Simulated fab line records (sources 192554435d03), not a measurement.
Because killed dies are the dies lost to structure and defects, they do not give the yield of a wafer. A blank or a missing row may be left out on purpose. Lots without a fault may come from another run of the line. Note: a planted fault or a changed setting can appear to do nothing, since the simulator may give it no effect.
fab line records -- flow n5Finfet
[record] lots = 10, wafers = 30, lastDay = 18
route steps=1938 shown FIN_SAQP@135 BEOL_M4@1111 BEOL_M15@1784 MIM_TOP@1837 PASSIVATION@1936
lots that met no fault: from a run of the same line without faults
startH: the number of hours between the record's first day and the start of the first shown wafer of the lot -- waitH: hours from the lot's prior step to this one -- " as in the row above -- L1.1+2: one row covering several wafers at once -- - either no value or no given start -- * or withheld: withheld -- < > ~ a bound
route shown NAME@n: NAME is a module with steps in the file, n the number in the route of the first one -- usual: mean/standard deviation of fault-free wafers -- same: alike in all rows -- chamber/n: place in a boat -- sites: each site's reading -- _std_site: their standard deviation -- _edge_site: inner sites' mean taken away from outer sites' mean -- radiusMm: for every site, how far away it sits from the centre of the wafer -- mask NAME#n: copy n -- behind: the most recent tool/chamber to have shaped the wafer -- hold: what put the lot on hold/how long, in hours/how the hold closed -- device: transistor that didn't switch, given as n, p or np -- end of line: the same wafers' tests at the end of the route -- a step given without rows: its recipe and nothing more -- killed: count of dies lost to structure and defects at first sort (not the wafer's yield) -- map: dies across one wafer; x = killed, . = not, _ = none there
set.NAME: setting as actually run; set.NAME@STEP: the setting as run at that earlier step -- model.NAME: the simulator's own value behind a step, which no gauge read
a sample of lots followed through the steps of the route, with each step as a table and each wafer as a row
services: from which hour (startH, from the record's first day; less than 0 if before it) a tool's chamber was out of use, for how many hours, and why
[[steps]]
[step N5_FIN_SAQP_ETCH_67]
[recipe] chemistry = CH3F/O2, target = SiNx, targetDepthA = 300, maskMaterial = SOC, pressureMtorr = 30, sourceW = 395, biasW = 73, Ar_flow_sccm = 150, CH3F_flow_sccm = 30, O2_flow_sccm = 20, ionEnergyEv = 120
[usual] drypumpMotorCurrentA = 5.6/0.37, oesProductAu = 0.77/0.088, rfVppV = 298/7.3, showerheadPlenumPTorr = 2.04/0.059, throttleValvePct = 16.28/0.24
lot.wafer,tool,chamber,startH,waitH,drypumpMotorCurrentA,oesProductAu,rfHoursCounterH,rfVppV,showerheadPlenumPTorr,throttleValvePct
L122.2,rieDiel-06,0,25.23,0.0,5.2,0.73,215,306,2.05,16.04
L122.4,rieDiel-06,3,25.23,0.0,4.9,0.74,155,296,1.92,16.27
L122.6,rieDiel-06,3,25.23,0.0,5.0,0.74,-,296,1.92,16.29
L125.1,rieDiel-04,1,43.27,0.0,6.2,0.77,149,296,2.10,16.73
L125.5,rieDiel-04,1,43.27,0.0,6.2,0.78,-,296,2.10,16.70
L125.6,rieDiel-04,2,43.27,0.0,5.9,0.77,-,300,2.01,16.39
L126.1,rieDiel-01,1,49.23,0.0,5.3,0.76,167,297,2.08,16.44
L126.4,rieDiel-01,3,49.23,0.0,5.2,0.97,4,288,2.06,16.01
L126.5,rieDiel-01,3,49.23,0.0,5.2,0.97,-,289,2.06,16.01
L127.1,rieDiel-04,1,55.87,0.0,6.2,0.76,152,299,2.10,16.73
L127.2,rieDiel-04,0,55.87,0.0,6.1,0.69,235,301,2.05,16.23
L127.3,rieDiel-04,2,55.87,0.0,6.0,0.76,155,301,2.01,16.41
L130.3,rieDiel-01,0,72.83,0.0,5.9,0.67,243,293,1.90,16.28
L130.5,rieDiel-01,2,72.83,0.0,5.9,0.87,-,293,2.11,15.92
L130.6,rieDiel-01,1,72.83,0.0,5.3,0.75,-,298,2.08,16.48
L131.1,rieDiel-06,1,80.09,0.0,5.6,0.87,43,300,2.03,16.34
L131.3,rieDiel-06,0,80.09,0.0,5.2,0.71,233,305,2.04,16.07
L131.5,rieDiel-06,2,80.09,0.0,5.6,0.70,-,286,2.06,16.23
L133.3,rieDiel-04,3,93.28,0.0,5.5,0.68,235,312,2.06,16.40
L133.4,rieDiel-04,2,93.28,0.0,5.9,0.76,168,302,2.00,16.43
L133.6,rieDiel-04,3,93.28,0.0,5.5,0.68,-,314,2.06,16.37
L134.2,rieDiel-04,2,97.09,0.0,6.0,0.74,170,300,2.00,16.43
L134.3,rieDiel-04,1,97.09,0.0,6.2,0.75,166,298,2.09,16.74
L134.5,rieDiel-04,0,97.09,0.0,6.1,0.68,-,303,2.05,16.26
L138.4,rieDiel-04,1,121.59,0.0,6.2,0.75,176,297,2.09,16.77
L138.5,rieDiel-04,2,121.59,0.0,5.9,0.59,-,300,2.00,16.44
L138.6,rieDiel-04,3,121.59,0.0,5.5,0.68,-,312,2.06,16.42
L139.2,rieDiel-04,3,127.49,0.0,5.5,0.54,249,313,2.06,16.41
L139.4,rieDiel-04,1,127.49,0.0,6.2,0.75,178,295,2.09,16.76
L139.6,rieDiel-04,2,127.49,0.0,5.9,0.72,-,300,2.00,16.45
[step N5_BEOL_M4_RC_MEAS_101]
[usual] DIBL_N = 36.0/1.9, DIBL_P = 35.6/2.2, IOFF_N = 0.15/0.031, IOFF_P = 0.19/0.032, ION_N = 668/11, ION_P = 455/7.2, SS_N = 71.5/0.65, SS_P = 73.4/0.64, VT_N = 251/3.6, VT_P = -253/3.3
lot.wafer,tool,chamber,startH,waitH,DIBL_N[mV/V],DIBL_P[mV/V],IOFF_N[nA/um],IOFF_P[nA/um],ION_N[uA/um],ION_P[uA/um],SS_N[mV/dec],SS_P[mV/dec],VT_N[mV],VT_P[mV]
L122.2,prober-01,0,190.18,0.2,36.4,35.6,0.15,0.21,671,461,70.7,73.6,249,-249
L122.4,prober-01,0,190.18,0.2,35.7,34.2,0.14,0.19,664,460,70.1,73.3,251,-251
L122.6,prober-01,0,190.18,0.2,37.5,36.3,0.17,0.22,675,457,71.0,73.7,250,-250
L126.1,prober-01,0,215.89,0.0,34.7,34.5,0.14,0.19,665,458,70.7,72.5,252,-251
L126.4,prober-01,0,215.89,0.0,40.0,38.0,0.23,0.25,681,457,72.7,74.4,249,-250
L126.5,prober-01,0,215.89,0.0,37.7,36.0,0.18,0.22,669,465,71.5,74.2,249,-251
L125.1,prober-02,0,226.65,0.0,38.1,37.8,0.20,0.23,685,463,71.4,73.6,241,-249
L125.5,prober-02,0,226.65,0.0,36.1,36.1,0.16,0.20,676,459,71.4,73.3,251,-253
L125.6,prober-02,0,226.65,0.0,35.0,33.9,0.15,0.17,665,453,71.7,72.9,251,-254
L127.1,prober-02,0,241.66,0.0,33.2,32.0,0.11,0.14,649,441,72.3,71.9,260,-256
L127.2,prober-02,0,241.66,0.0,38.8,39.7,0.21,0.25,672,453,73.0,73.9,246,-249
L127.3,prober-02,0,241.66,0.0,34.7,34.8,0.13,0.18,658,454,71.3,73.4,255,-252
L130.3,prober-02,0,248.01,0.3,34.0,33.2,0.12,0.19,650,452,71.2,72.7,255,-251
L130.5,prober-02,0,248.01,0.3,34.2,32.6,0.12,0.17,660,453,71.1,72.7,257,-255
L130.6,prober-02,0,248.01,0.3,32.9,32.8,0.11,0.17,665,458,71.4,72.7,254,-254
L131.1,prober-02,0,277.22,0.0,33.7,33.8,0.13,0.17,657,458,71.4,72.4,254,-252
L131.3,prober-02,0,277.22,0.0,35.4,35.8,0.15,0.20,668,461,71.9,73.1,248,-252
L131.5,prober-02,0,277.22,0.0,32.5,33.3,0.12,0.17,651,450,71.5,72.8,256,-252
L133.3,prober-02,0,292.35,0.3,33.7,31.6,0.12,0.15,657,449,70.3,73.2,254,-255
L133.4,prober-02,0,292.35,0.3,33.0,31.3,0.12,0.15,653,451,70.8,72.9,254,-258
L133.6,prober-02,0,292.35,0.3,34.4,33.1,0.13,0.17,658,456,70.9,73.0,253,-253
L134.2,prober-01,0,295.37,0.2,38.7,37.3,0.17,0.22,674,461,71.9,74.7,250,-250
L134.3,prober-01,0,295.37,0.2,37.5,35.6,0.15,0.19,672,454,72.2,73.6,251,-251
L134.5,prober-01,0,295.37,0.2,37.1,35.4,0.15,0.18,659,446,71.0,73.3,256,-255
L138.4,prober-01,0,308.79,0.5,34.9,35.3,0.14,0.18,667,454,71.1,73.0,251,-253
L138.5,prober-01,0,308.79,0.5,35.5,36.0,0.15,0.20,662,450,71.2,73.4,249,-248
L138.6,prober-01,0,308.79,0.5,33.6,34.6,0.13,0.18,667,461,71.0,73.0,251,-252
L139.2,prober-01,0,322.82,0.2,38.0,36.6,0.17,0.21,677,463,70.9,74.0,249,-251
L139.4,prober-01,0,322.82,0.2,36.8,34.7,0.14,0.18,666,459,71.3,73.7,248,-253
L139.6,prober-01,0,322.82,0.2,38.8,37.1,0.18,0.21,683,461,72.0,73.4,248,-250
[step N5_BEOL_M15_OVL_MEAS_11]
[recipe] pointsPerWafer = 44
[usual] V14_OVL = 2/5.7
lot.wafer,tool,chamber,startH,waitH,V14_OVL[nm]
L122.2,overlay-01,0,275.14,0.0,12
L122.4,overlay-01,0,275.14,0.0,8
L122.6,overlay-01,0,275.14,0.0,5
L126.1,overlay-02,0,296.81,0.0,-3
L126.4,overlay-02,0,296.81,0.0,7
L126.5,overlay-02,0,296.81,0.0,8
L125.1,overlay-01,0,302.46,0.0,-2
L125.5,overlay-01,0,302.46,0.0,5
L125.6,overlay-01,0,302.46,0.0,-5
L127.1,overlay-02,0,318.09,0.0,8
L127.2,overlay-02,0,318.09,0.0,1
L127.3,overlay-02,0,318.09,0.0,6
L130.3,overlay-01,0,338.28,0.0,9
L130.5,overlay-01,0,338.28,0.0,7
L130.6,overlay-01,0,338.28,0.0,10
L131.1,overlay-01,0,359.97,0.0,9
L131.3,overlay-01,0,359.97,0.0,7
L131.5,overlay-01,0,359.97,0.0,4
L133.3,overlay-02,0,377.31,0.0,-8
L133.4,overlay-02,0,377.31,0.0,-5
L133.6,overlay-02,0,377.31,0.0,-6
L134.2,overlay-01,0,385.17,0.0,4
L134.3,overlay-01,0,385.17,0.0,10
L134.5,overlay-01,0,385.17,0.0,7
L138.4,overlay-01,0,397.06,0.0,13
L138.5,overlay-01,0,397.06,0.0,4
L138.6,overlay-01,0,397.06,0.0,5
L139.2,overlay-02,0,407.06,0.0,-1
L139.4,overlay-02,0,407.06,0.0,3
L139.6,overlay-02,0,407.06,0.0,9
[step N5_BEOL_M15_ETCH_57]
[recipe] chemistry = N2/H2, target = SOC, sourceW = 3000, biasW = 350, timeS = 750, ionEnergyEv = 200, pressureMtorr = 30, n2FlowSccm = 200, h2FlowSccm = 200
[usual] drypumpMotorCurrentA = 5.6/0.46, oesProductAu = 0.83/0.096, rfVppV = 524.5/2.8, showerheadPlenumPTorr = 2.56/0.099, throttleValvePct = 17.52/0.22
lot.wafer,tool,chamber,startH,waitH,drypumpMotorCurrentA,oesProductAu,rfHoursCounterH,rfVppV,showerheadPlenumPTorr,throttleValvePct
L122.2,rieDiel-05,0,275.81,-,5.6,0.92,25,522.4,2.49,17.58
L122.4,rieDiel-05,1,275.81,-,5.4,0.83,-,526.5,2.67,17.43
L122.6,rieDiel-05,0,275.81,-,5.6,0.92,-,522.2,2.49,17.58
L126.1,rieDiel-05,2,297.47,-,5.6,0.95,18,527.0,2.70,17.43
L126.4,rieDiel-05,3,297.47,-,4.9,1.00,2,526.8,2.58,17.23
L126.5,rieDiel-05,2,297.47,-,5.6,0.95,-,528.6,2.70,17.44
L125.1,rieDiel-02,0,303.32,-,5.0,0.95,10,525.0,2.60,17.11
L125.5,rieDiel-02,1,303.32,-,6.5,0.73,-,520.0,2.42,17.81
L125.6,rieDiel-02,2,303.32,-,5.5,0.70,-,525.6,2.62,17.73
L127.1,rieDiel-03,2,319.01,-,5.6,0.91,20,526.3,2.60,17.39
L127.2,rieDiel-03,3,319.01,-,5.2,0.78,95,524.4,2.57,17.66
L127.3,rieDiel-03,0,319.01,-,5.1,0.69,237,525.5,2.60,17.72
L130.3,rieDiel-05,3,338.98,-,5.0,0.97,10,526.6,2.57,17.24
L130.5,rieDiel-05,1,338.98,-,5.4,0.82,-,527.0,2.67,17.43
L130.6,rieDiel-05,2,338.98,-,5.6,0.93,-,529.6,2.69,17.45
L131.1,rieDiel-02,3,360.65,-,6.0,0.68,246,519.2,2.38,17.69
L131.3,rieDiel-02,1,360.65,-,6.5,0.72,180,519.6,2.41,17.84
L131.5,rieDiel-02,2,360.65,-,5.6,0.69,-,525.2,2.61,17.77
L133.3,rieDiel-02,2,378.07,-,5.6,0.67,251,525.1,2.61,17.80
L133.4,rieDiel-02,3,378.07,-,6.0,0.68,-,519.0,2.37,17.69
L133.6,rieDiel-02,2,378.07,-,5.5,0.67,-,526.4,2.61,17.76
L134.2,rieDiel-02,1,386.08,-,6.5,0.71,192,520.6,2.41,17.85
L134.3,rieDiel-02,0,386.08,-,5.1,0.91,24,525.8,2.59,17.15
L134.5,rieDiel-02,0,386.08,-,5.0,0.91,-,526.2,2.59,17.15
L138.4,rieDiel-03,0,397.96,-,5.1,0.96,8,525.2,2.59,17.27
L138.5,rieDiel-03,2,397.96,-,5.6,0.88,-,526.8,2.59,17.43
L138.6,rieDiel-03,3,397.96,-,5.2,0.76,-,524.7,2.56,17.73
L139.2,rieDiel-02,1,407.72,-,6.4,0.71,203,521.2,2.40,17.86
L139.4,rieDiel-02,1,407.72,-,6.4,0.71,-,519.6,2.40,17.87
L139.6,rieDiel-02,0,407.72,-,5.0,0.89,-,524.9,2.59,17.16
[step N5_MIM_TOP_DEGAS_04]
[recipe] ambient = vacuum, tempC = 300, timeS = 60
[usual] heaterPowerW = 467/45
lot.wafer,tool,chamber,startH,waitH,heaterPowerW
L122.2,pvdSputter-03,-,283.40,-,458
L122.4,pvdSputter-03,-,283.40,-,420
L122.6,pvdSputter-03,-,283.40,-,456
L126.1,pvdSputter-02,-,304.62,-,457
L126.4,pvdSputter-02,-,304.62,-,445
L126.5,pvdSputter-02,-,304.62,-,490
L125.1,pvdSputter-02,-,310.25,-,440
L125.5,pvdSputter-02,-,310.25,-,438
L125.6,pvdSputter-02,-,310.25,-,536
L127.1,pvdSputter-01,-,327.39,-,472
L127.2,pvdSputter-01,-,327.39,-,476
L127.3,pvdSputter-01,-,327.39,-,474
L130.3,pvdSputter-03,-,346.45,-,412
L130.5,pvdSputter-03,-,346.45,-,454
L130.6,pvdSputter-03,-,346.45,-,448
L131.1,pvdSputter-01,-,368.61,-,452
L131.3,pvdSputter-01,-,368.61,-,468
L131.5,pvdSputter-01,-,368.61,-,405
L133.3,pvdSputter-01,-,386.05,-,490
L133.4,pvdSputter-01,-,386.05,-,473
L133.6,pvdSputter-01,-,386.05,-,466
L134.2,pvdSputter-03,-,394.20,-,454
L134.3,pvdSputter-03,-,394.20,-,577
L134.5,pvdSputter-03,-,394.20,-,415
L138.4,pvdSputter-01,-,410.51,-,487
L138.5,pvdSputter-01,-,410.51,-,403
L138.6,pvdSputter-01,-,410.51,-,454
L139.2,pvdSputter-03,-,418.40,-,440
L139.4,pvdSputter-03,-,418.40,-,399
L139.6,pvdSputter-03,-,418.40,-,555
[step N5_PASSIVATION_PROBE_49]
[usual] defectLimitedYield = 91.3/1.4, killed_at_M0_to_M3 = 34/10, killed_at_M4_up = 14/5.5, killedAtContacts = 12/6, killedAtFrontEnd = 40/10, killedAtOther = 3.0/2.4, killedDies = 103/17, killedOpen = 68/13, killedShort = 34/7.8, sort_bin_5_function = 5.1/0.97, sort_bin_6_memory = 3.3/0.66, sortNPass = 1077/17, sortYieldPct = 91.2/1.4
[same] grossDies = 1180, killedAtBackSide = 0, sort_bin_4_leakage[%] = 0, sort_bin_8_speed[%] = 0
lot.wafer,tool,chamber,startH,waitH,defectLimitedYield[%],killed_at_M0_to_M3,killed_at_M4_up,killedAtContacts,killedAtFrontEnd,killedAtOther,killedDies,killedOpen,killedShort,sort_bin_5_function[%],sort_bin_6_memory[%],sortNPass,sortYieldPct[%]
L131.1,prober-02,-,378.47,0.0,92.7,26,11,11,34,4,86,56,27,3.4,3.6,1094,92.7
L131.3,prober-02,-,378.57,0.1,93.6,23,13,7,33,0,76,42,34,3.9,2.1,1104,93.6
L131.5,prober-02,-,378.67,0.2,91.1,42,9,10,41,3,105,60,44,5.4,3.1,1075,91.1
L138.4,prober-01,-,423.44,0.2,89.9,49,19,12,38,1,119,75,44,5.9,3.7,1061,89.9
L138.5,prober-01,-,423.49,0.2,76.8,43,11,13,201,6,274,89,40,18.2,4.6,906,76.8
L138.6,prober-01,-,423.54,0.3,91.4,40,6,9,42,5,102,59,42,4.6,3.5,1078,91.4
L139.2,prober-02,-,434.72,0.1,58.9,31,16,12,421,5,485,59,33,37.2,3.5,695,58.9
L139.4,prober-02,-,434.82,0.2,93.5,18,7,23,26,3,77,47,27,3.6,2.3,1103,93.5
L139.6,prober-02,-,434.92,0.3,92.9,36,10,10,26,2,84,54,27,4.8,2.1,1096,92.9
// killed by level:class
L131.1 STI_FIN_REVEAL:geometricParticle:open=14 BEOL_M2:geometricParticle:open=8 MOL_CONTACT_COAG:geometricParticle:open=6 BEOL_M0_SAQP:geometricParticle:short=6 MOL_CONTACT_COAG:geometricParticle:short=5 BEOL_M4:geometricParticle:open=5 GATE_CUT:geometricParticle:short=4 STARTING-WAFER:geometricParticle:open=4
L131.3 GATE_CUT:geometricParticle:short=6 MOL_CONTACT_COAG:geometricParticle:open=6 BEOL_M4:geometricParticle:open=6 STARTING-WAFER:geometricParticle:short=6 STI_FIN_REVEAL:geometricParticle:open=5 BEOL_M0_SAQP:geometricParticle:open=5 BEOL_M2:geometricParticle:short=5 STARTING-WAFER:geometricParticle:open=5
L131.5 FIN_SAQP:geometricParticle:short=14 BEOL_M2:geometricParticle:open=12 MOL_CONTACT_COAG:geometricParticle:open=9 BEOL_M0_SAQP:geometricParticle:short=9 BEOL_M3:geometricParticle:open=8 FIN_SAQP:geometricParticle:open=6 STI_FIN_REVEAL:geometricParticle:open=5 STARTING-WAFER:geometricParticle:short=5
L138.4 BEOL_M0_SAQP:geometricParticle:open=13 BEOL_M2:geometricParticle:open=13 BEOL_M0_SAQP:geometricParticle:short=12 FIN_SAQP:geometricParticle:short=9 FIN_SAQP:geometricParticle:open=8 MOL_CONTACT_COAG:geometricParticle:open=8 BEOL_M4:geometricParticle:open=8 STI_FIN_REVEAL:geometricParticle:open=4
L138.5 FIN_SAQP:areaEtch=144 STI_FIN_REVEAL:geometricParticle:open=16 BEOL_M2:geometricParticle:open=12 MOL_CONTACT_COAG:geometricParticle:open=11 GATE_CUT:geometricParticle:short=10 BEOL_M0_SAQP:geometricParticle:open=8 FIN_SAQP:geometricParticle:open=7 FIN_SAQP:geometricParticle:short=6
L138.6 BEOL_M0_SAQP:geometricParticle:short=12 GATE_CUT:geometricParticle:short=10 MOL_CONTACT_COAG:geometricParticle:open=8 BEOL_M0_SAQP:geometricParticle:open=8 STI_FIN_REVEAL:geometricParticle:open=7 BEOL_M2:geometricParticle:open=7 FIN_SAQP:geometricParticle:short=5 BEOL_M3:geometricParticle:open=5
L139.2 FIN_SAQP:areaEtch=390 MOL_CONTACT_COAG:geometricParticle:open=11 BEOL_M0_SAQP:geometricParticle:open=7 BEOL_M3:geometricParticle:open=7 FIN_SAQP:geometricParticle:short=6 FIN_SAQP:geometricParticle:open=6 BEOL_M5:geometricParticle:open=5 BEOL_M0_SAQP:geometricParticle:short=5
L139.4 MOL_CONTACT_COAG:geometricParticle:open=20 FIN_SAQP:geometricParticle:short=6 BEOL_M0_SAQP:geometricParticle:open=5 STARTING-WAFER:geometricParticle:short=5 FIN_SAQP:geometricParticle:open=4 BEOL_M0_SAQP:geometricParticle:short=4 BEOL_M3:geometricParticle:open=4 GATE_CUT:geometricParticle:open=3
L139.6 FIN_SAQP:geometricParticle:short=9 BEOL_M3:geometricParticle:open=9 MOL_CONTACT_COAG:geometricParticle:open=8 BEOL_M0_SAQP:geometricParticle:open=7 BEOL_M0:geometricParticle:open=7 BEOL_M2:geometricParticle:open=4 FIN_SAQP:geometricParticle:open=3 STI_FIN_REVEAL:geometricParticle:short=3
[[services]]
tool,chamber,startH,hours,kind
pvdSputter-03,-,4.21,9.6,repair
pvdSputter-01,-,17.03,9.7,repair
pvdSputter-03,-,33.27,1.0,repair
pvdSputter-03,-,52.21,12.4,repair
rieDiel-05,3,52.46,7.1,repair
rieDiel-05,-,66.04,5.2,repair
pvdSputter-03,-,93.21,4.6,repair
rieDiel-02,1,125.47,2.9,repair
pvdSputter-01,-,133.60,1.9,repair
pvdSputter-01,-,143.27,4.6,repair
rieDiel-05,-,154.02,2.8,pm
rieDiel-02,1,154.53,9.8,repair
rieDiel-04,1,171.89,1.4,repair
rieDiel-05,3,171.94,12.6,repair
rieDiel-02,1,229.90,7.5,repair
rieDiel-05,1,270.40,3.0,repair
rieDiel-02,0,274.42,7.1,repair
rieDiel-05,1,330.57,3.3,repair
rieDiel-05,-,333.75,0.4,repair
rieDiel-04,1,338.83,3.5,repair
pvdSputter-01,-,344.74,1.6,repair
rieDiel-02,0,350.54,31.6,repair
pvdSputter-03,-,378.22,3.7,repair
rieDiel-05,-,385.81,4.3,pm
[[key]]
[firstSign] step = N5_PASSIVATION_PROBE_49, reading = killedAtFrontEnd, direction = up, sigmas = 26, usual = 40, struck = 311
[effect] step = N5_PASSIVATION_PROBE_49, reading = sort_bin_5_function, direction = up, sigmas = 23, usual = 5.1, struck = 27.7
[moreKillsBornAt] N5_FIN_SAQP_ETCH_67@rieDiel-04 = 534
metAt N5_FIN_SAQP_ETCH_67
struckLots L138,L139
struckWafers L138.5,L139.2
notActingAt N5_BEOL_M15_OVL_MEAS_11,N5_BEOL_M15_ETCH_57,N5_MIM_TOP_DEGAS_04
onsetBetween 97.09 121.59
[fault] kind = processParameterDrift, tool = rieDiel-04, chamber = -, onsetH = 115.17, steps = N5_FIN_SAQP_ETCH_67, channel = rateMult, offset = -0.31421, shape = step, endH = 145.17, scope = struckWafersOnly
